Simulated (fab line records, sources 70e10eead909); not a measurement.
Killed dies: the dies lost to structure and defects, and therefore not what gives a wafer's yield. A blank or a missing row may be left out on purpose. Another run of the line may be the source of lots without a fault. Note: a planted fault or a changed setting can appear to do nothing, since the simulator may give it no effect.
Which tool did it? / flow nand harc / 24 lots, 72 wafers sampled, at 4 steps of a route of 1159

== WHAT THE GAUGES READ, wafer by wafer ==
NHARC_A_M0_THK_MEAS_24: measures by xrf.
lot=L074; measured=day 17 10:16; on=film metro-02; thk nm (nm)=113.1 113.0 113.3
lot=L077; measured=day 17 18:33; on=film metro-01; thk nm (nm)=114.9 112.7 111.6
lot=L076; measured=day 17 21:56; on=film metro-01; thk nm (nm)=114.8 113.3 113.0
lot=L079; measured=day 17 23:23; on=film metro-02; thk nm (nm)=113.3 112.8 114.2
lot=L075; measured=day 18 04:53; on=film metro-02; thk nm (nm)=110.7 111.8 112.0
lot=L078; measured=day 18 11:17; on=film metro-01; thk nm (nm)=111.7 110.8 113.1
lot=L080; measured=day 19 13:24; on=film metro-02; thk nm (nm)=113.9 114.2 113.0
lot=L081; measured=day 19 14:00; on=film metro-02; thk nm (nm)=113.6 112.8 114.8
lot=L083; measured=day 19 20:32; on=film metro-01; thk nm (nm)=115.5 114.8 112.9
lot=L082; measured=day 19 21:25; on=film metro-01; thk nm (nm)=113.3 114.7 114.6
lot=L084; measured=day 20 06:55; on=film metro-01; thk nm (nm)=114.8 115.4 115.1
lot=L085; measured=day 20 07:14; on=film metro-01; thk nm (nm)=113.0 112.0 113.2
lot=L087; measured=day 21 00:55; on=film metro-02; thk nm (nm)=112.8 110.5 112.4
lot=L086; measured=day 21 01:33; on=film metro-02; thk nm (nm)=113.3 114.3 113.6
lot=L092; measured=day 21 18:40; on=film metro-01; thk nm (nm)=114.7 114.0 113.1
lot=L091; measured=day 21 19:02; on=film metro-01; thk nm (nm)=113.8 114.8 112.9
lot=L089; measured=day 22 01:10; on=film metro-01; thk nm (nm)=114.1 111.8 114.6
lot=L088; measured=day 22 05:04; on=film metro-01; thk nm (nm)=113.7 115.3 113.6
lot=L093; measured=day 22 05:46; on=film metro-01; thk nm (nm)=113.1 111.2 113.4
lot=L090; measured=day 22 08:05; on=film metro-02; thk nm (nm)=112.3 113.0 113.5
lot=L094; measured=day 22 19:18; on=film metro-02; thk nm (nm)=114.1 111.0 110.8
lot=L095; measured=day 22 19:59; on=film metro-01; thk nm (nm)=114.5 113.5 113.6
lot=L096; measured=day 23 07:27; on=film metro-01; thk nm (nm)=113.7 112.1 111.5
lot=L097; measured=day 23 18:37; on=film metro-01; thk nm (nm)=115.5 113.0 115.6

== TOOL THAT RAN EACH LOT (tool first, then ch and the chambers of the sampled wafers, then the start) ==
lot=L074; NHARC_A_CONTACT_ETCH_135=har cap etch-03 ch 0,1, day 16 18:32; NHARC_A_CONTACT_ETCH_139=har cap etch-03 ch 0,1, day 16 19:03; NHARC_A_M0_CMP_23=cmp-02 ch 0,1,2, day 17 10:02
lot=L077; NHARC_A_CONTACT_ETCH_135=har cap etch-03 ch 0,1, day 17 07:31; NHARC_A_CONTACT_ETCH_139=har cap etch-03 ch 0,1, day 17 08:00; NHARC_A_M0_CMP_23=cmp-01 ch 0,2, day 17 18:14
lot=L076; NHARC_A_CONTACT_ETCH_135=har cap etch-01 ch 0,1, day 17 08:09; NHARC_A_CONTACT_ETCH_139=har cap etch-01 ch 0,1, day 17 08:40; NHARC_A_M0_CMP_23=cmp-01 ch 0,1,3, day 17 21:37
lot=L079; NHARC_A_CONTACT_ETCH_135=har cap etch-02 ch 0,1, day 17 12:22; NHARC_A_CONTACT_ETCH_139=har cap etch-02 ch 0,1, day 17 12:52; NHARC_A_M0_CMP_23=cmp-02 ch 0,1,2, day 17 23:07
lot=L075; NHARC_A_CONTACT_ETCH_135=har cap etch-01 ch 0,1, day 17 14:07; NHARC_A_CONTACT_ETCH_139=har cap etch-01 ch 0,1, day 17 14:39; NHARC_A_M0_CMP_23=cmp-03 ch 1,2, day 18 04:37
lot=L078; NHARC_A_CONTACT_ETCH_135=har cap etch-03 ch 0,1, day 17 17:51; NHARC_A_CONTACT_ETCH_139=har cap etch-03 ch 0,1, day 17 18:20; NHARC_A_M0_CMP_23=cmp-03 ch 0,1,2, day 18 11:00
lot=L080; NHARC_A_CONTACT_ETCH_135=har cap etch-01 ch 0,1, day 18 21:46; NHARC_A_CONTACT_ETCH_139=har cap etch-01 ch 0,1, day 18 22:17; NHARC_A_M0_CMP_23=cmp-01 ch 0,1, day 19 13:05
lot=L081; NHARC_A_CONTACT_ETCH_135=har cap etch-01 ch 0,1, day 19 00:39; NHARC_A_CONTACT_ETCH_139=har cap etch-01 ch 0,1, day 19 01:10; NHARC_A_M0_CMP_23=cmp-03 ch 0,1,3, day 19 13:45
lot=L083; NHARC_A_CONTACT_ETCH_135=har cap etch-02 ch 0,1, day 19 07:11; NHARC_A_CONTACT_ETCH_139=har cap etch-02 ch 0,1, day 19 07:40; NHARC_A_M0_CMP_23=cmp-02 ch 0,1, day 19 20:14
lot=L082; NHARC_A_CONTACT_ETCH_135=har cap etch-01 ch 0,1, day 19 08:58; NHARC_A_CONTACT_ETCH_139=har cap etch-01 ch 0,1, day 19 09:26; NHARC_A_M0_CMP_23=cmp-01 ch 0,3, day 19 21:06
lot=L084; NHARC_A_CONTACT_ETCH_135=har cap etch-02 ch 0,1, day 19 12:41; NHARC_A_CONTACT_ETCH_139=har cap etch-02 ch 0,1, day 19 13:11; NHARC_A_M0_CMP_23=cmp-02 ch 0,2,3, day 20 06:36
lot=L085; NHARC_A_CONTACT_ETCH_135=har cap etch-01 ch 0, day 19 15:38; NHARC_A_CONTACT_ETCH_139=har cap etch-01 ch 0, day 19 16:08; NHARC_A_M0_CMP_23=cmp-03 ch 0,2,3, day 20 06:55
lot=L087; NHARC_A_CONTACT_ETCH_135=har cap etch-03 ch 0,1, day 20 07:21; NHARC_A_CONTACT_ETCH_139=har cap etch-03 ch 0,1, day 20 07:52; NHARC_A_M0_CMP_23=cmp-01 ch 0,1,3, day 21 00:41
lot=L086; NHARC_A_CONTACT_ETCH_135=har cap etch-02 ch 0,1, day 20 08:28; NHARC_A_CONTACT_ETCH_139=har cap etch-02 ch 0,1, day 20 08:57; NHARC_A_M0_CMP_23=cmp-03 ch 1,2,3, day 21 01:17
lot=L092; NHARC_A_CONTACT_ETCH_135=har cap etch-01 ch 0,1, day 20 20:52; NHARC_A_CONTACT_ETCH_139=har cap etch-01 ch 0,1, day 20 21:22; NHARC_A_M0_CMP_23=cmp-03 ch 0,1,2, day 21 18:21
lot=L091; NHARC_A_CONTACT_ETCH_135=har cap etch-01 ch 0,1, day 20 23:11; NHARC_A_CONTACT_ETCH_139=har cap etch-01 ch 0,1, day 20 23:43; NHARC_A_M0_CMP_23=cmp-03 ch 0,1, day 21 18:43
lot=L089; NHARC_A_CONTACT_ETCH_135=har cap etch-02 ch 0,1, day 21 06:02; NHARC_A_CONTACT_ETCH_139=har cap etch-02 ch 0,1, day 21 06:31; NHARC_A_M0_CMP_23=cmp-02 ch 0,1,2, day 22 00:50
lot=L088; NHARC_A_CONTACT_ETCH_135=har cap etch-01 ch 0,1, day 21 11:56; NHARC_A_CONTACT_ETCH_139=har cap etch-01 ch 0,1, day 21 12:26; NHARC_A_M0_CMP_23=cmp-02 ch 0,3, day 22 04:44
lot=L093; NHARC_A_CONTACT_ETCH_135=har cap etch-03 ch 0,1, day 21 13:11; NHARC_A_CONTACT_ETCH_139=har cap etch-03 ch 0,1, day 21 13:40; NHARC_A_M0_CMP_23=cmp-01 ch 2,3, day 22 05:26
lot=L090; NHARC_A_CONTACT_ETCH_135=har cap etch-03 ch 0,1, day 21 17:08; NHARC_A_CONTACT_ETCH_139=har cap etch-03 ch 0,1, day 21 17:37; NHARC_A_M0_CMP_23=cmp-03 ch 0,1,2, day 22 07:50
lot=L094; NHARC_A_CONTACT_ETCH_135=har cap etch-02 ch 0,1, day 22 03:04; NHARC_A_CONTACT_ETCH_139=har cap etch-02 ch 0,1, day 22 03:34; NHARC_A_M0_CMP_23=cmp-03 ch 1,2,3, day 22 18:59
lot=L095; NHARC_A_CONTACT_ETCH_135=har cap etch-01 ch 0,1, day 22 05:25; NHARC_A_CONTACT_ETCH_139=har cap etch-01 ch 0,1, day 22 05:54; NHARC_A_M0_CMP_23=cmp-01 ch 0,1,2, day 22 19:42
lot=L096; NHARC_A_CONTACT_ETCH_135=har cap etch-01 ch 0,1, day 22 19:38; NHARC_A_CONTACT_ETCH_139=har cap etch-01 ch 0,1, day 22 20:07; NHARC_A_M0_CMP_23=cmp-03 ch 1,3, day 23 07:09
lot=L097; NHARC_A_CONTACT_ETCH_135=har cap etch-03 ch 0,1, day 23 00:49; NHARC_A_CONTACT_ETCH_139=har cap etch-03 ch 0,1, day 23 01:20; NHARC_A_M0_CMP_23=cmp-02 ch 1,2,3, day 23 18:18
- NHARC_A_CONTACT_ETCH_135: etches the open film in C4F8/O2/Ar, time 132 s, target depth 1287 nm.
- NHARC_A_CONTACT_ETCH_139: etches the open film in C4F8/O2/Ar, time 137 s, target depth 590 nm.
- NHARC_A_M0_CMP_23: polishes, t overpolish 20 s, target thk 113.75 nm.

== AS READ BY THE TOOLS THEMSELVES (means over the sampled wafers that have a number; for cases with no such wafer, the mark the record gives instead) ==
NHARC_A_CONTACT_ETCH_135.
lot=L074; tool=har cap etch-03; oes air line au (a.u.)=0.977
lot=L077; tool=har cap etch-03; oes air line au (a.u.)=1.018
lot=L076; tool=har cap etch-01; oes air line au (a.u.)=1.005
lot=L079; tool=har cap etch-02; oes air line au (a.u.)=1.004
lot=L075; tool=har cap etch-01; oes air line au (a.u.)=0.992
lot=L078; tool=har cap etch-03; oes air line au (a.u.)=0.990
lot=L080; tool=har cap etch-01; oes air line au (a.u.)=0.997
lot=L081; tool=har cap etch-01; oes air line au (a.u.)=0.990
lot=L083; tool=har cap etch-02; oes air line au (a.u.)=1.022
lot=L082; tool=har cap etch-01; oes air line au (a.u.)=0.992
lot=L084; tool=har cap etch-02; oes air line au (a.u.)=0.987
lot=L085; tool=har cap etch-01; oes air line au (a.u.)=0.986
lot=L087; tool=har cap etch-03; oes air line au (a.u.)=1.006
lot=L086; tool=har cap etch-02; oes air line au (a.u.)=1.003
lot=L092; tool=har cap etch-01; oes air line au (a.u.)=1.011
lot=L091; tool=har cap etch-01; oes air line au (a.u.)=1.000
lot=L089; tool=har cap etch-02; oes air line au (a.u.)=0.982
lot=L088; tool=har cap etch-01; oes air line au (a.u.)=0.992
lot=L093; tool=har cap etch-03; oes air line au (a.u.)=1.011
lot=L090; tool=har cap etch-03; oes air line au (a.u.)=1.027
lot=L094; tool=har cap etch-02; oes air line au (a.u.)=0.996
lot=L095; tool=har cap etch-01; oes air line au (a.u.)=0.982
lot=L096; tool=har cap etch-01; oes air line au (a.u.)=1.005
lot=L097; tool=har cap etch-03; oes air line au (a.u.)=1.005

NHARC_A_CONTACT_ETCH_139.
lot=L074; tool=har cap etch-03; oes air line au (a.u.)=0.991
lot=L077; tool=har cap etch-03; oes air line au (a.u.)=0.998
lot=L076; tool=har cap etch-01; oes air line au (a.u.)=0.984
lot=L079; tool=har cap etch-02; oes air line au (a.u.)=0.993
lot=L075; tool=har cap etch-01; oes air line au (a.u.)=0.985
lot=L078; tool=har cap etch-03; oes air line au (a.u.)=0.975
lot=L080; tool=har cap etch-01; oes air line au (a.u.)=1.013
lot=L081; tool=har cap etch-01; oes air line au (a.u.)=1.003
lot=L083; tool=har cap etch-02; oes air line au (a.u.)=1.021
lot=L082; tool=har cap etch-01; oes air line au (a.u.)=0.998
lot=L084; tool=har cap etch-02; oes air line au (a.u.)=0.997
lot=L085; tool=har cap etch-01; oes air line au (a.u.)=0.998
lot=L087; tool=har cap etch-03; oes air line au (a.u.)=0.984
lot=L086; tool=har cap etch-02; oes air line au (a.u.)=1.011
lot=L092; tool=har cap etch-01; oes air line au (a.u.)=1.018
lot=L091; tool=har cap etch-01; oes air line au (a.u.)=1.023
lot=L089; tool=har cap etch-02; oes air line au (a.u.)=1.003
lot=L088; tool=har cap etch-01; oes air line au (a.u.)=0.993
lot=L093; tool=har cap etch-03; oes air line au (a.u.)=0.985
lot=L090; tool=har cap etch-03; oes air line au (a.u.)=0.985
lot=L094; tool=har cap etch-02; oes air line au (a.u.)=0.963
lot=L095; tool=har cap etch-01; oes air line au (a.u.)=0.998
lot=L096; tool=har cap etch-01; oes air line au (a.u.)=0.971
lot=L097; tool=har cap etch-03; oes air line au (a.u.)=1.014

NHARC_A_M0_CMP_23.
lot=L074; tool=cmp-02; edge zone pressure frac=1.001; motor current A (A)=12.3; time to endpoint s (s)=31.5
lot=L077; tool=cmp-01; edge zone pressure frac=1.003; motor current A (A)=11.8; time to endpoint s (s)=23.9
lot=L076; tool=cmp-01; edge zone pressure frac=0.995; motor current A (A)=12.7; time to endpoint s (s)=30.0
lot=L079; tool=cmp-02; edge zone pressure frac=1.004; motor current A (A)=12.6; time to endpoint s (s)=29.4
lot=L075; tool=cmp-03; edge zone pressure frac=0.996; motor current A (A)=11.4; time to endpoint s (s)=27.5
lot=L078; tool=cmp-03; edge zone pressure frac=1.002; motor current A (A)=12.6; time to endpoint s (s)=29.7
lot=L080; tool=cmp-01; edge zone pressure frac=1.003; motor current A (A)=11.4; time to endpoint s (s)=30.7
lot=L081; tool=cmp-03; edge zone pressure frac=0.996; motor current A (A)=13.3; time to endpoint s (s)=28.2
lot=L083; tool=cmp-02; edge zone pressure frac=0.994; motor current A (A)=11.9; time to endpoint s (s)=27.4
lot=L082; tool=cmp-01; edge zone pressure frac=1.001; motor current A (A)=12.8; time to endpoint s (s)=31.8
lot=L084; tool=cmp-02; edge zone pressure frac=0.999; motor current A (A)=12.1; time to endpoint s (s)=27.6
lot=L085; tool=cmp-03; edge zone pressure frac=0.996; motor current A (A)=12.0; time to endpoint s (s)=31.8
lot=L087; tool=cmp-01; edge zone pressure frac=0.999; motor current A (A)=12.6; time to endpoint s (s)=27.9
lot=L086; tool=cmp-03; edge zone pressure frac=1.002; motor current A (A)=12.3; time to endpoint s (s)=27.2
lot=L092; tool=cmp-03; edge zone pressure frac=1.000; motor current A (A)=12.2; time to endpoint s (s)=28.3
lot=L091; tool=cmp-03; edge zone pressure frac=1.000; motor current A (A)=12.9; time to endpoint s (s)=30.0
lot=L089; tool=cmp-02; edge zone pressure frac=1.000; motor current A (A)=12.6; time to endpoint s (s)=29.8
lot=L088; tool=cmp-02; edge zone pressure frac=1.000; motor current A (A)=12.3; time to endpoint s (s)=29.3
lot=L093; tool=cmp-01; edge zone pressure frac=0.998; motor current A (A)=14.0; time to endpoint s (s)=29.1
lot=L090; tool=cmp-03; edge zone pressure frac=0.999; motor current A (A)=12.2; time to endpoint s (s)=27.8
lot=L094; tool=cmp-03; edge zone pressure frac=0.998; motor current A (A)=12.2; time to endpoint s (s)=26.9
lot=L095; tool=cmp-01; edge zone pressure frac=0.997; motor current A (A)=11.6; time to endpoint s (s)=28.2
lot=L096; tool=cmp-03; edge zone pressure frac=1.002; motor current A (A)=13.4; time to endpoint s (s)=29.0
lot=L097; tool=cmp-02; edge zone pressure frac=1.001; motor current A (A)=12.3; time to endpoint s (s)=28.2

== THE ANSWER, worked out from the rows above alone ==
Rule: usual is defined by the lots themselves. The widest of any qualifying gaps counts: lots, ordered by their means at a reading, are off when they make up no more than a third of the lots, leave a main group of 4 or more, and stand apart from it by 3 or more times the standard deviation of that group's means. The tables above print the reading to a certain number of digits; a main group whose means all agree to those digits is not used. A lot without any number at a reading at which 4 lots or more have one is off too. Where the step has rows for the other lots, those lots are counted as sound. Order of review: gauges by route order, followed by the tools' own readings, for which a lot's mean as printed above is used. The first step at which some lot is off is used, and at that step the reading that is off furthest; a lot without a number counts as furthest.
No lot is off at any reading shown: from this, nothing can be told.

== WHAT THE SIMULATOR HAD PUT IN ==
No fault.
